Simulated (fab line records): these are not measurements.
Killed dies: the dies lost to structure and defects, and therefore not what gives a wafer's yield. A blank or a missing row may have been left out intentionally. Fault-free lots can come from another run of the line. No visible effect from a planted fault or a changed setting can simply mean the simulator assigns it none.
fab line records | flow n5-finfet
record: lots: 7 wafers: 39
route steps=1938 shown BEOL_M7@1308 BEOL_M9@1419
start-h: hours from the record's first day to the start of the lot's first wafer shown | wait-h: hours elapsed since this lot's preceding step | " unchanged from the row above | L1.1+2: one row covering several wafers at once | - either no value or no given start | * or withheld: withheld | < > ~ a bound
route shown NAME@n: NAME is a module with steps in the file, n the number in the route of the first one | usual: mean and standard deviation over wafers with no fault | same: alike in all rows | chamber/n: place in a boat | sites: each site's reading | _std_site: standard deviation across them | _edge_site: outer sites' mean less inner sites' | radius-mm: how far each site lies from the wafer's centre | mask NAME#n: copy n | behind: the last tool/chamber to shape the wafer | hold: cause of the lot's hold/its duration in hours/its outcome | device: transistor that didn't switch, given as n, p or np | end of line: tests of these same wafers at the route's end | a step given without rows: its recipe and nothing more | killed: dies lost to structure and defects at the first sort, not the wafer's yield | map: shows each die of a wafer: x if killed, . if not, _ if none is there
set.NAME: the setting the step ran with; set.NAME@STEP: the setting that earlier step ran with | model.NAME: the simulator's own value behind a step, which no gauge read
one table per step and one row per wafer, for lots whose settings were changed on purpose
== steps ==
step: N5_BEOL_M7_TRENCH_ETCH_37
recipe: chemistry: C4F6/O2 target-depth-a: 934.78 target: SiCOH_lowk time-s: 31.2 ion-energy-ev: 250 pressure-mtorr: 30 source-w: 345 bias-w: 185 Ar_flow_sccm: 300 C4F6_flow_sccm: 10 O2_flow_sccm: 10
columns lot.wafer tool chamber start-h wait-h set.target-depth-a model.etch.depth-nm model.BEOL_M7.feature-depth-nm model.TiN_of_BEOL_M7_HM_DEP_02.thk-nm
L075.1 rie-diel-03 3 - - 934.78 96 96 17.2
L075.2 " 2 " " 934.78 92.18 92.2 17.2
L075.6 " 3 " " 934.78 96.99 97 17.2
L082.1 rie-diel-03 0 - - 670 67.99 68 18
L082.2 " 1 " " 670 65.93 66 18.2
L082.3 " 2 " " 934.78 91.54 91.6 17.6
L082.4 " 3 " " 934.78 96.72 96.8 17.2
L082.5 " 1 " " 934.78 92.26 92.2 17.4
L082.6 " 0 " " 670 68.03 68 18
L083.1 rie-diel-06 3 - - 934.78 94.26 94.2 17.6
L083.2 " 2 " " 934.78 93.66 93.6 17.8
L083.3 " 3 " " 934.78 93.32 93.4 17.6
L083.4 " 2 " " 934.78 93.91 94 17.6
L083.5 " 3 " " 934.78 93.27 93.2 17.6
L083.6 " 2 " " 934.78 93.45 93.4 17.6
L089.1 rie-diel-02 2 - - 431.8 42.67 42.6 18.8
L089.2 " 1 " " 431.8 42.92 43 18.8
L089.3 " 3 " " 934.78 96.66 96.6 17.2
L089.4 " 0 " " 934.78 92.94 93 17.4
L089.5 " 0 " " 934.78 93.29 93.2 17.4
L089.6 " 1 " " 431.8 42.76 42.8 18.8
L092.1 rie-diel-06 0 - - 1286 130.9 131 16.6
L092.2 " 2 " " 1286 128.3 128.4 16.6
L092.3 " 1 " " 1286 131.1 131 16.4
L092.4 " 3 " " 934.78 92.81 92.8 17.8
L092.5 " 3 " " 934.78 93.63 93.6 17.6
L092.6 " 2 " " 934.78 92.65 92.6 17.4
L096.1 rie-diel-02 2 - - 1263 125.1 125 16.4
L096.2 " 1 " " 934.78 91.92 92 17
L096.3 " 3 " " 1263 129.1 129.2 16.2
L096.4 " 0 " " 934.78 93.47 93.4 17.2
L096.5 " 2 " " 1263 124.9 125 16.4
L096.6 " 1 " " 934.78 93.19 93.2 17.2
L097.1 rie-diel-06 3 - - 934.78 93.21 93.2 18
L097.2 " 1 " " 934.78 95.11 95.2 17.6
L097.3 " 0 " " 934.78 94.98 95 17.6
L097.4 " 0 " " 934.78 95.56 95.6 17.8
L097.5 " 3 " " 934.78 92.59 92.6 17.6
L097.6 " 1 " " 934.78 95.39 95.4 17.6
step: N5_BEOL_M7_ETCH_41
recipe: chemistry: CH3F/O2 target: SiCN target-depth-a: 319 taper-deg: 2 time-s: 57.8 ion-energy-ev: 120 mask-material: TiN pressure-mtorr: 30 source-w: 395 bias-w: 75 Ar_flow_sccm: 150 CH3F_flow_sccm: 30 O2_flow_sccm: 20
step: N5_BEOL_M7_STRIP_80
recipe: chemistry: N2/H2 time-s: 10 power-w: 450 temp-c: 40 pressure-mtorr: 20 rf-frequency-hz: 6e+07 bias-power-w: 7 n2-flow-sccm: 200 h2-flow-sccm: 200
step: N5_BEOL_M7_OCD_MEAS_38
usual: trench-depth-nm: 93.5/1.5
columns lot.wafer tool chamber start-h wait-h set.target-depth-a@BEOL_M7_TRENCH_ETCH_37 trench-depth-nm
L075.1 ocd-02 - 204.04 - 934.78 95.9
L075.2 " - " " 934.78 92.4
L075.6 " - " " 934.78 97.0
L082.1 ocd-01 - 228.85 - 670 67.9
L082.2 " - " " 670 65.4
L082.3 " - " " 934.78 91.5
L082.4 " - " " 934.78 97.4
L082.5 " - " " 934.78 92.4
L082.6 " - " " 670 67.9
L083.1 ocd-02 - 237.61 - 934.78 94.3
L083.2 " - " " 934.78 93.3
L083.3 " - " " 934.78 93.5
L083.4 " - " " 934.78 93.7
L083.5 " - " " 934.78 93.2
L083.6 " - " " 934.78 93.0
L089.1 ocd-02 - 275.04 - 431.8 43.0
L089.2 " - " " 431.8 43.2
L089.3 " - " " 934.78 96.6
L089.4 " - " " 934.78 93.6
L089.5 " - " " 934.78 93.0
L089.6 " - " " 431.8 42.8
L092.1 ocd-01 - 300.35 - 1286 131.1
L092.2 " - " " 1286 128.1
L092.3 " - " " 1286 130.6
L092.4 " - " " 934.78 92.8
L092.5 " - " " 934.78 93.3
L092.6 " - " " 934.78 92.8
L096.1 ocd-02 - 317.46 - 1263 125.2
L096.2 " - " " 934.78 92.3
L096.3 " - " " 1263 128.9
L096.4 " - " " 934.78 92.7
L096.5 " - " " 1263 124.6
L096.6 " - " " 934.78 93.4
L097.1 ocd-02 - 336.47 - 934.78 93.0
L097.2 " - " " 934.78 94.8
L097.3 " - " " 934.78 95.0
L097.4 " - " " 934.78 95.7
L097.5 " - " " 934.78 92.6
L097.6 " - " " 934.78 95.1
step: N5_BEOL_M7_HM_STRIP_39
recipe: chemistry: peroxide-tin-strip material: TiN target-depth-a: 250 temp-c: 50 time-s: 158
step: N5_BEOL_M7_SRD_40
recipe: time-s: 30 temp-c: 23 rinse-liquid: diw dry: ipa-marangoni
step: N5_BEOL_M7_ECD_50
recipe: material: Cu target-thk-a: 3000
step: N5_BEOL_M7_ANNEAL_51
recipe: temp-c: 225 time-s: 90 ambient: N2
step: N5_BEOL_M7_CMP_52
recipe: stop-on: SiCOH_lowk t-overpolish-s: 6.9 down-force-psi: 1 platen-rpm: 50 clearing-platen-down-force-psi: 1.5 clearing-platen-rpm: 50 post-cmp-clean: cu-alkaline target-thk-nm: 80 clearing-platen-pad-velocity-m-s: 0.99484 pad-velocity-m-s: 0.99484
columns lot.wafer tool chamber start-h wait-h set.target-depth-a@BEOL_M7_TRENCH_ETCH_37 model.Cu_of_BEOL_M7_ECD_50.thk-nm
L075.2 cmp-04 2 206.13 0.2 934.78 79.8
L075.1 " 0 " " 934.78 82.4
L075.6 " 2 " " 934.78 84.4
L082.2 cmp-03 1 231.63 0.7 670 52.8
L082.4 " 2 " " 934.78 83
L082.1 " 3 " " 670 55.6
L082.3 " 0 " " 934.78 78.6
L082.5 " 1 " " 934.78 79.4
L082.6 " 2 " " 670 54
L083.3+5 cmp-02 3,0 240.13 0.2 934.78 81.2
L083.2 " 0 " " 934.78 81.6
L083.1+4+6 " 1,2,3 " " 934.78 81.8
L089.3 cmp-03 3 278.27 0.2 934.78 84.6
L089.2+6 " 0 " " 431.8 30.6
L089.1 " 1 " " 431.8 31.4
L089.4 " 2 " " 934.78 79.4
L089.5 " 3 " " 934.78 80.6
L092.4 cmp-04 3 302.24 0.1 934.78 81.4
L092.1 " 0 " " 1286 118.4
L092.3 " 1 " " 1286 117.4
L092.2 " 2 " " 1286 115
L092.6 " 3 " " 934.78 81.8
L092.5 " 0 " " 934.78 81
L096.2 cmp-04 1 321.96 0.2 934.78 79
L096.1+5 " 2,1 " " 1263 111.4
L096.4 " 3 " " 934.78 80.8
L096.3 " 0 " " 1263 115.8
L096.6 " 2 " " 934.78 80.4
L097.4+2+6 cmp-03 2,3,2 339.15 0.1 934.78 83.8
L097.1 " 0 " " 934.78 81.6
L097.3 " 1 " " 934.78 83.6
L097.5 " 3 " " 934.78 81
step: N5_BEOL_M7_THK_MEAS_53
recipe: thk-meas-gauge: xrf reads: Cu_of_BEOL_M7_ECD_50
usual: M7_THK: 80.5/1.9
columns lot.wafer tool chamber start-h wait-h set.target-depth-a@BEOL_M7_TRENCH_ETCH_37 M7_THK[nm]
L075.1 film-metro-02 - 206.42 - 934.78 82.1
L075.2 " - " " 934.78 79.3
L075.6 " - " " 934.78 84.2
L082.1 film-metro-02 - 231.93 - 670 55.9
L082.2 " - " " 670 53.0
L082.3 " - " " 934.78 78.7
L082.4 " - " " 934.78 83.2
L082.5 " - " " 934.78 79.5
L082.6 " - " " 670 53.8
L083.1 film-metro-01 - 240.43 - 934.78 82.0
L083.2 " - " " 934.78 81.8
L083.3 " - " " 934.78 81.5
L083.4 " - " " 934.78 82.4
L083.5 " - " " 934.78 81.2
L083.6 " - " " 934.78 81.9
L089.1 film-metro-01 - 278.56 - 431.8 31.1
L089.2 " - " " 431.8 30.4
L089.3 " - " " 934.78 84.4
L089.4 " - " " 934.78 78.9
L089.5 " - " " 934.78 80.1
L089.6 " - " " 431.8 30.4
L092.1 film-metro-02 - 302.54 - 1286 116.6
L092.2 " - " " 1286 113.0
L092.3 " - " " 1286 115.9
L092.4 " - " " 934.78 80.0
L092.5 " - " " 934.78 79.8
L092.6 " - " " 934.78 79.9
L096.1 film-metro-02 - 322.26 - 1263 110.3
L096.2 " - " " 934.78 78.3
L096.3 " - " " 1263 115.0
L096.4 " - " " 934.78 80.3
L096.5 " - " " 1263 109.7
L096.6 " - " " 934.78 79.6
L097.1 film-metro-01 - 339.44 - 934.78 81.4
L097.2 " - " " 934.78 83.7
L097.3 " - " " 934.78 83.8
L097.4 " - " " 934.78 83.7
L097.5 " - " " 934.78 80.8
L097.6 " - " " 934.78 83.9
step: N5_BEOL_M7_PRE_CLEAN_55
recipe: gas: NH3 time-s: 15 temp-c: withheld rf-power-w: 300
step: N5_BEOL_M7_DEP_56
recipe: material: SiCN target-thk-a: 100 temp-c: withheld precursor: 3MS/NH3 pressure-torr: 3 rf-w: 202 time-s: 17.5
step: N5_BEOL_M7_RS_MEAS_57
recipe: thk-meas-gauge: four-point-probe reads: Cu_of_BEOL_M7_ECD_50+Co_of_BEOL_M7_CVD_78+TaN_of_BEOL_M7_ALD_77
usual: M7_RS: 0.283/0.0074
columns lot.wafer tool chamber start-h wait-h set.target-depth-a@BEOL_M7_TRENCH_ETCH_37 M7_RS[ohm/sq]
L075.1 film-metro-02 - 206.58 0.1 934.78 0.276
L075.2 " - " " 934.78 0.287
L075.6 " - " " 934.78 0.268
L082.1 film-metro-01 - 232.09 0.1 670 0.443
L082.2 " - " " 670 0.473
L082.3 " - " " 934.78 0.292
L082.4 " - " " 934.78 0.274
L082.5 " - " " 934.78 0.288
L082.6 " - " " 670 0.460
L083.1 film-metro-02 - 240.56 0.1 934.78 0.279
L083.2 " - " " 934.78 0.279
L083.3 " - " " 934.78 0.282
L083.4 " - " " 934.78 0.278
L083.5 " - " " 934.78 0.281
L083.6 " - " " 934.78 0.279
L089.1 film-metro-02 - 278.69 0.1 431.8 0.928
L089.2 " - " " 431.8 0.961
L089.3 " - " " 934.78 0.268
L089.4 " - " " 934.78 0.289
L089.5 " - " " 934.78 0.284
L089.6 " - " " 431.8 0.963
L092.1 film-metro-02 - 302.67 0.1 1286 0.183
L092.2 " - " " 1286 0.189
L092.3 " - " " 1286 0.184
L092.4 " - " " 934.78 0.280
L092.5 " - " " 934.78 0.282
L092.6 " - " " 934.78 0.279
L096.1 film-metro-01 - 322.39 0.1 1263 0.195
L096.2 " - " " 934.78 0.290
L096.3 " - " " 1263 0.187
L096.4 " - " " 934.78 0.282
L096.5 " - " " 1263 0.195
L096.6 " - " " 934.78 0.285
L097.1 film-metro-01 - 339.57 0.1 934.78 0.279
L097.2 " - " " 934.78 0.271
L097.3 " - " " 934.78 0.272
L097.4 " - " " 934.78 0.271
L097.5 " - " " 934.78 0.282
L097.6 " - " " 934.78 0.271
step: N5_BEOL_M9_ETCH_62
recipe: chemistry: N2/H2 target: SOC target-depth-a: 1100 overetch-a: 220 mask-material: SiARC temp-c: 40 time-s: 165 ion-energy-ev: 200 pressure-mtorr: 30 source-w: 840 bias-w: 150 n2-flow-sccm: 200 h2-flow-sccm: 200
columns lot.wafer tool chamber start-h wait-h set.time-s model.etch.depth-nm model.SiARC_of_BEOL_M9_COAT_60.thk-nm model.BEOL_M9.cd-offset-nm
L075.1 rie-diel-02 0 217.25 0.0 165 99.96 23.4 0.4
L075.2 " 3 " " 165 100.4 23.2 0
L075.6 " 2 " " 165 100.4 23.6 -0.4
L082.1 rie-diel-03 3 242.83 0.0 117.2 95.29 25.2 -0.6
L082.2 " 2 " " 117.2 92.44 25.4 -0.4
L082.3 " 1 " " 117.2 91.99 25.6 -1.4
L082.4 " 0 " " 165 100.3 23.4 -0.2
L082.5 " 1 " " 165 100.1 23.6 0
L082.6 " 0 " " 165 100.3 23.4 0.4
L083.1 rie-diel-06 3 251.81 0.0 69.03 54.37 27.4 -1.6
L083.2 " 1 " " 69.03 56.38 27.4 -2
L083.3 " 0 " " 165 99.7 23.6 0.6
L083.4 " 2 " " 165 99.96 23.6 -0.2
L083.5 " 3 " " 165 99.21 23.8 -0.2
L083.6 " 2 " " 69.03 54.68 27.4 -2.6
L089.1+4 rie-diel-02 3,1 289.41 0.0 132 100.3 24.8 -1.2
L089.2 " 0 " " 132 100.4 24.8 -1
L089.3 " 2 " " 165 100.4 23.6 -0.4
L089.5 " 2 " " 165 100.5 23.4 -0.4
L089.6 " 1 " " 165 100.2 23.6 -0.6
L092.1 rie-diel-06 2 313.56 0.0 93.88 74.96 26.2 -1
L092.2 " 3 " " 165 100 23.8 0.4
L092.3 " 0 " " 165 100 23.6 0.4
L092.4 " 1 " " 93.88 76.55 26.4 -0.4
L092.5 " 3 " " 93.88 74.03 26.4 -1.6
L092.6 " 2 " " 165 99.88 23.6 -0.2
L096.1 rie-diel-02 2 332.73 0.0 241.4 100.4 20.8 1.4
L096.2 " 1 " " 165 100.1 23.8 0
L096.3 " 3 " " 165 100.2 23.4 0
L096.4 " 0 " " 241.4 99.81 20.8 1.4
L096.5 " 1 " " 165 100.2 23.6 -0.4
L096.6 " 2 " " 241.4 100.4 20.8 2
L097.1+5 rie-diel-02 0,2 351.76 0.0 223.7 100.4 21.4 1.2
L097.2 " 3 " " 165 100.3 23.4 0.6
L097.3 " 2 " " 165 100.3 23.8 0
L097.4 " 1 " " 223.7 100.3 21.2 1.4
L097.6 " 3 " " 165 100.3 23.4 -0.4
step: N5_BEOL_M9_STRIP_68
recipe: chemistry: N2/H2 temp-c: 40 n2-flow-sccm: 200 h2-flow-sccm: 200 rf-frequency-hz: 6e+07
step: N5_BEOL_M9_STRIP_67
recipe: chemistry: CF4 resist: SiARC power-w: 300 bias-power-w: 75 pressure-mtorr: 50 cf4-flow-sccm: 150 rf-frequency-hz: 6e+07
step: N5_BEOL_M9_HM_OPEN_17
recipe: chemistry: Cl2/BCl3 target-depth-a: 200 overetch-a: 60 target: TiN mask-material: SOC ion-energy-ev: 150 pressure-mtorr: 10 icp-w: 1000 bias-w: 126 Cl2_flow_sccm: 53.25 bcl3-flow-sccm: 21.75 Ar_flow_sccm: 25
step: N5_BEOL_M9_STRIP_19
recipe: chemistry: O2 power-w: 400 temp-c: 40 pressure-mtorr: 30 rf-frequency-hz: 6e+07 bias-power-w: 0 overash-fraction: 0.2 o2-flow-sccm: 225
step: N5_BEOL_M9_CD_MEAS_18
recipe: pitch-nm: 140 target-cd-nm: 70
usual: cd-nm: 70.0/0.51
columns lot.wafer tool chamber start-h wait-h set.time-s@BEOL_M9_ETCH_62 cd-nm
L075.1 cd-sem-02 - 217.62 0.0 165 70.4
L075.2 " - " " 165 70.1
L075.6 " - " " 165 69.2
L082.1 cd-sem-02 - 243.21 0.0 117.2 -
L082.2 " - " " 117.2 -
L082.3 " - " " 117.2 -
L082.4 " - " " 165 70.1
L082.5 " - " " 165 70.3
L082.6 " - " " 165 70.7
L083.1 cd-sem-01 - 252.26 0.0 69.03 -
L083.2 " - " " 69.03 -
L083.3 " - " " 165 70.3
L083.4 " - " " 165 70.1
L083.5 " - " " 165 70.2
L083.6 " - " " 69.03 -
L089.1 cd-sem-02 - 289.78 0.0 132 68.8
L089.2 " - " " 132 68.7
L089.3 " - " " 165 69.4
L089.4 " - " " 132 68.4
L089.5 " - " " 165 69.5
L089.6 " - " " 165 69.2
L092.1 cd-sem-03 - 314.01 0.0 93.88 -
L092.2 " - " " 165 70.1
L092.3 " - " " 165 70.2
L092.4 " - " " 93.88 -
L092.5 " - " " 93.88 -
L092.6 " - " " 165 70.1
L096.1 cd-sem-02 - 333.41 0.0 241.4 71.9
L096.2 " - " " 165 70.1
L096.3 " - " " 165 70.2
L096.4 " - " " 241.4 72.0
L096.5 " - " " 165 69.5
L096.6 " - " " 241.4 72.8
L097.1 cd-sem-01 - 352.34 0.1 223.7 71.7
L097.2 " - " " 165 71.1
L097.3 " - " " 165 69.8
L097.4 " - " " 223.7 71.9
L097.5 " - " " 223.7 71.5
L097.6 " - " " 165 69.8
step: N5_BEOL_M9_COAT_63
recipe: resist: SOC temp-c: 250 time-s: 60 spin-rpm: 1500 resist-thk-nm: 60
step: N5_BEOL_M9_COAT_64
recipe: resist: SiARC temp-c: 220 time-s: 60 spin-rpm: 1500 resist-thk-nm: 12
step: N5_BEOL_M9_PRECLEAN_42
recipe: chemistry: residue-remover time-s: 60 temp-c: 40
step: N5_BEOL_M9_SRD_43
recipe: time-s: 30 temp-c: 23 rinse-liquid: diw dry: ipa-marangoni
step: N5_BEOL_M9_CD_MEAS_35
recipe: target-cd-nm: 70 target-cd-y-nm: 40 polarity: opening
usual: cd-nm: 70.0/0.53
columns lot.wafer tool chamber start-h wait-h set.time-s@BEOL_M9_ETCH_62 cd-nm
L075.1 cd-sem-03 - 218.97 0.0 165 70.5
L075.2 " - " " 165 70.3
L075.6 " - " " 165 69.5
L082.1 cd-sem-01 - 245.38 0.0 117.2 -
L082.2 " - " " 117.2 -
L082.3 " - " " 117.2 -
L082.4 " - " " 165 70.1
L082.5 " - " " 165 70.3
L082.6 " - " " 165 70.6
L083.1 cd-sem-02 - 254.13 0.0 69.03 -
L083.2 " - " " 69.03 -
L083.3 " - " " 165 70.6
L083.4 " - " " 165 69.8
L083.5 " - " " 165 69.9
L083.6 " - " " 69.03 -
L089.1 cd-sem-03 - 290.99 0.0 132 68.3
L089.2 " - " " 132 68.7
L089.3 " - " " 165 69.7
L089.4 " - " " 132 69.1
L089.5 " - " " 165 69.6
L089.6 " - " " 165 69.3
L092.1 cd-sem-02 - 315.17 0.0 93.88 -
L092.2 " - " " 165 70.1
L092.3 " - " " 165 69.8
L092.4 " - " " 93.88 -
L092.5 " - " " 93.88 -
L092.6 " - " " 165 70.3
L096.1 cd-sem-01 - 335.08 0.0 241.4 71.6
L096.2 " - " " 165 70.3
L096.3 " - " " 165 69.6
L096.4 " - " " 241.4 71.4
L096.5 " - " " 165 69.4
L096.6 " - " " 241.4 71.9
L097.1 cd-sem-01 - 355.52 0.0 223.7 71.5
L097.2 " - " " 165 70.8
L097.3 " - " " 165 69.9
L097.4 " - " " 223.7 71.7
L097.5 " - " " 223.7 71.5
L097.6 " - " " 165 69.6
== key ==
split: step: N5_BEOL_M7_TRENCH_ETCH_37 setting: target-depth-a stated: 934.78 by: wafer
response: step: N5_BEOL_M7_TRENCH_ETCH_37 reading: model.etch.depth-nm change: +0.959 per: 1% r: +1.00
response: step: N5_BEOL_M7_TRENCH_ETCH_37 reading: model.BEOL_M7.feature-depth-nm change: +0.959 per: 1% r: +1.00
response: step: N5_BEOL_M7_TRENCH_ETCH_37 reading: model.TiN_of_BEOL_M7_HM_DEP_02.thk-nm change: -0.0262 per: 1% r: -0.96
response: step: N5_BEOL_M7_OCD_MEAS_38 reading: trench-depth-nm change: +0.96 per: 1% r: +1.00
response: step: N5_BEOL_M7_CMP_52 reading: model.Cu_of_BEOL_M7_ECD_50.thk-nm change: +0.939 per: 1% r: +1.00
response: step: N5_BEOL_M7_THK_MEAS_53 reading: M7_THK change: +0.933 per: 1% r: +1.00
response: step: N5_BEOL_M7_RS_MEAS_57 reading: M7_RS change: -0.00755 per: 1% r: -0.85
split: step: N5_BEOL_M9_ETCH_62 setting: time-s stated: 165 by: wafer
response: step: N5_BEOL_M9_ETCH_62 reading: model.etch.depth-nm shape: bent at-lowest: 55.14 at-stated: 100.1 at-highest: 100.2
response: step: N5_BEOL_M9_ETCH_62 reading: model.SiARC_of_BEOL_M9_COAT_60.thk-nm change: -0.0628 per: 1% r: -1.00
response: step: N5_BEOL_M9_ETCH_62 reading: model.BEOL_M9.cd-offset-nm change: +0.0341 per: 1% r: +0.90
response: step: N5_BEOL_M9_CD_MEAS_18 reading: cd-nm change: +0.0457 per: 1% r: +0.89
response: step: N5_BEOL_M9_CD_MEAS_35 reading: cd-nm change: +0.0406 per: 1% r: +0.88
